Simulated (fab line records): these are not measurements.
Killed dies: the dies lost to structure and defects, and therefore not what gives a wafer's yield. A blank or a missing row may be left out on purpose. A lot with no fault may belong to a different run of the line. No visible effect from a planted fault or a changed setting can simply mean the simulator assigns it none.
Which tool is to blame?    flow nand-harc    Sampling: 14 lots, 42 wafers, 4 of 1302 route steps

## WHAT EACH GAUGE READ, for each wafer
No reading from a measuring or inspecting step in the record can be judged against a usual standard deviation.

## WHICH TOOL RAN EACH LOT (tool, then ch and the chambers of the sampled wafers, then the start)
lot   NHARC_A_STAIRCASE_HM_DEP_459   NHARC_A_STAIRCASE_EXPOSE_307       NHARC_A_STAIRCASE_ETCH_453      NHARC_A_STAIRCASE_ETCH_315
L398  acl-dep-03 ch 0, day 17 06:52  krf-scanner-04 ch 0, day 17 16:15  rie-diel-12 ch 0,3, no start    rie-diel-12 ch 0,1,3, no start
L399  acl-dep-03 ch 0, day 17 22:23  krf-scanner-01 ch 0, day 18 09:53  rie-diel-12 ch 0,1,2, no start  rie-diel-12 ch 2,3, no start
L401  acl-dep-02 ch 0, day 18 09:52  krf-scanner-04 ch 0, day 18 17:29  rie-diel-08 ch 1,3, no start    rie-diel-08 ch 2,3, no start
L402  acl-dep-02 ch 0, day 18 11:46  krf-scanner-01 ch 0, day 18 20:04  rie-diel-12 ch 1,3, no start    rie-diel-12 ch 1,2,3, no start
L403  acl-dep-03 ch 0, day 19 16:52  krf-scanner-02 ch 0, day 20 04:40  rie-diel-08 ch 0,2,3, no start  rie-diel-08 ch 0,2,3, no start
L411  acl-dep-01 ch 0, day 22 21:10  krf-scanner-01, day 23 07:21       rie-diel-08 ch 0,1,2, no start  rie-diel-08 ch 1,2, no start
L413  acl-dep-03 ch 0, day 22 22:40  krf-scanner-01 ch 0, day 23 09:01  rie-diel-11 ch 0,2, no start    rie-diel-11 ch 2,3, no start
L412  acl-dep-01 ch 0, day 23 02:33  krf-scanner-01, day 23 11:00       rie-diel-12 ch 0,3, no start    rie-diel-12 ch 0,1,3, no start
L415  acl-dep-02 ch 0, day 24 05:04  krf-scanner-01 ch 0, day 24 15:59  rie-diel-08 ch 2,3, no start    rie-diel-08 ch 0,1,2, no start
L417  acl-dep-02 ch 0, day 24 18:08  krf-scanner-02 ch 0, day 25 02:18  rie-diel-12 ch 0,2,3, no start  rie-diel-12 ch 1,2,3, no start
L416  acl-dep-03 ch 0, day 24 19:05  krf-scanner-02 ch 0, day 25 04:01  rie-diel-08 ch 0,2,3, no start  rie-diel-08 ch 0,2,3, no start
L418  acl-dep-01 ch 0, day 25 11:40  krf-scanner-02 ch 0, day 25 20:28  rie-diel-08 ch 0,1,3, no start  rie-diel-08 ch 0,1,2, no start
L419  acl-dep-01 ch 0, day 26 03:41  krf-scanner-04 ch 0, day 26 13:43  rie-diel-08 ch 1,2, no start    rie-diel-08 ch 1,2, no start
L420  acl-dep-03 ch 0, day 26 04:50  krf-scanner-02 ch 0, day 26 15:26  rie-diel-08 ch 1,2,3, no start  rie-diel-08 ch 0,1,3, no start
- NHARC_A_STAIRCASE_HM_DEP_459: deposits aC, target thk 1500 nm.
- NHARC_A_STAIRCASE_EXPOSE_307: exposes mask CHOP 50.
- NHARC_A_STAIRCASE_ETCH_453: etches the open film in CF4/O2, target depth 30 nm, overetch 3 nm, time 16.5 s.
- NHARC_A_STAIRCASE_ETCH_315: etches the open film in C4F8/O2/Ar, target depth 2500 nm, time 607.1 s.

## WHAT THE TOOLS THEMSELVES READ (means of the sampled wafers that have a number; where no wafer has one, the mark that the record gives instead)
NHARC_A_STAIRCASE_HM_DEP_459.
lot   tool        throttle-valve-pct (%)
L398  acl-dep-03  35.000
L399  acl-dep-03  35.001
L401  acl-dep-02  34.995
L402  acl-dep-02  34.996
L403  acl-dep-03  35.004
L411  acl-dep-01  35.003
L413  acl-dep-03  35.001
L412  acl-dep-01  34.994
L415  acl-dep-02  34.988
L417  acl-dep-02  34.992
L416  acl-dep-03  35.004
L418  acl-dep-01  35.002
L419  acl-dep-01  34.996
L420  acl-dep-03  34.994

NHARC_A_STAIRCASE_EXPOSE_307.
lot   tool            exposure-dose-mJ-cm2  focus-offset-nm (nm)
L398  krf-scanner-04  46.26                 0.0
L399  krf-scanner-01  46.10                 0.5
L401  krf-scanner-04  46.31                 -0.4
L402  krf-scanner-01  46.06                 0.7
L403  krf-scanner-02  45.74                 0.3
L411  krf-scanner-01  -                     -
L413  krf-scanner-01  46.08                 -0.9
L412  krf-scanner-01  -                     -
L415  krf-scanner-01  46.01                 0.3
L417  krf-scanner-02  45.72                 -0.1
L416  krf-scanner-02  45.78                 0.0
L418  krf-scanner-02  45.64                 0.3
L419  krf-scanner-04  46.26                 -0.2
L420  krf-scanner-02  45.69                 -0.4

NHARC_A_STAIRCASE_ETCH_453.
lot   tool         drypump-motor-current-A (A)  oes-product-au (a.u.)  rf-vpp-V (V)  showerhead-plenum-p-Torr (Torr)  throttle-valve-pct (%)
L398  rie-diel-12  6.1                          0.987                  198.5         1.34                             13.386
L399  rie-diel-12  5.8                          0.992                  197.7         1.37                             13.400
L401  rie-diel-08  5.8                          0.998                  196.9         1.25                             13.395
L402  rie-diel-12  6.0                          0.986                  197.2         1.35                             13.397
L403  rie-diel-08  5.7                          0.998                  197.3         1.34                             13.397
L411  rie-diel-08  5.6                          1.011                  197.8         1.33                             13.398
L413  rie-diel-11  6.1                          1.002                  199.1         1.39                             13.395
L412  rie-diel-12  5.9                          0.998                  198.8         1.35                             13.385
L415  rie-diel-08  6.0                          0.996                  197.3         1.27                             13.402
L417  rie-diel-12  6.1                          0.992                  197.0         1.31                             13.398
L416  rie-diel-08  5.7                          0.995                  197.8         1.33                             13.397
L418  rie-diel-08  5.5                          0.996                  198.7         1.37                             13.393
L419  rie-diel-08  6.1                          0.989                  198.8         1.36                             13.402
L420  rie-diel-08  5.9                          1.001                  198.0         1.34                             13.397

NHARC_A_STAIRCASE_ETCH_315.
lot   tool         oes-product-au (a.u.)  rf-vpp-V (V)
L398  rie-diel-12  0.931                  1834
L399  rie-diel-12  0.921                  1817
L401  rie-diel-08  0.926                  1822
L402  rie-diel-12  0.927                  1827
L403  rie-diel-08  0.928                  1827
L411  rie-diel-08  0.928                  1819
L413  rie-diel-11  0.926                  1822
L412  rie-diel-12  0.929                  1832
L415  rie-diel-08  0.940                  1837
L417  rie-diel-12  0.922                  1825
L416  rie-diel-08  0.924                  1826
L418  rie-diel-08  0.927                  1838
L419  rie-diel-08  0.929                  1839
L420  rie-diel-08  0.929                  1832

## THE ANSWER, worked out from the rows above alone
Rule: what is usual is taken from the lots themselves. The widest of any qualifying gaps counts: lots, ordered by their means at a reading, are off when they make up no more than a third of the lots, leave a main group of 4 or more, and stand apart from it by 3 or more times the standard deviation of that group's means. The tables above print the reading to a certain number of digits; a main group whose means all agree to those digits is not used. Also off: a lot with no number at a reading for which 4 or more lots have one. Any other lot the step has rows for is counted as sound. After the gauges, taken in route order, come the tools' own readings; for these a lot's mean is taken, as printed above. The first step at which some lot is off is used, and at that step the reading that is off furthest; a lot without a number counts as furthest.
Off: L411, L412, at NHARC_A_STAIRCASE_EXPOSE_307 (exposure-dose-mJ-cm2). Without a number there: L411, L412. The main group: mean 45.97, standard deviation 0.23.
If a tool, at that step or one of the process steps before it, ran each lot that is off and ran no sound lot following the first of them, it fits. None of those tried fits.

## WHAT HAD BEEN PUT IN BY THE SIMULATOR
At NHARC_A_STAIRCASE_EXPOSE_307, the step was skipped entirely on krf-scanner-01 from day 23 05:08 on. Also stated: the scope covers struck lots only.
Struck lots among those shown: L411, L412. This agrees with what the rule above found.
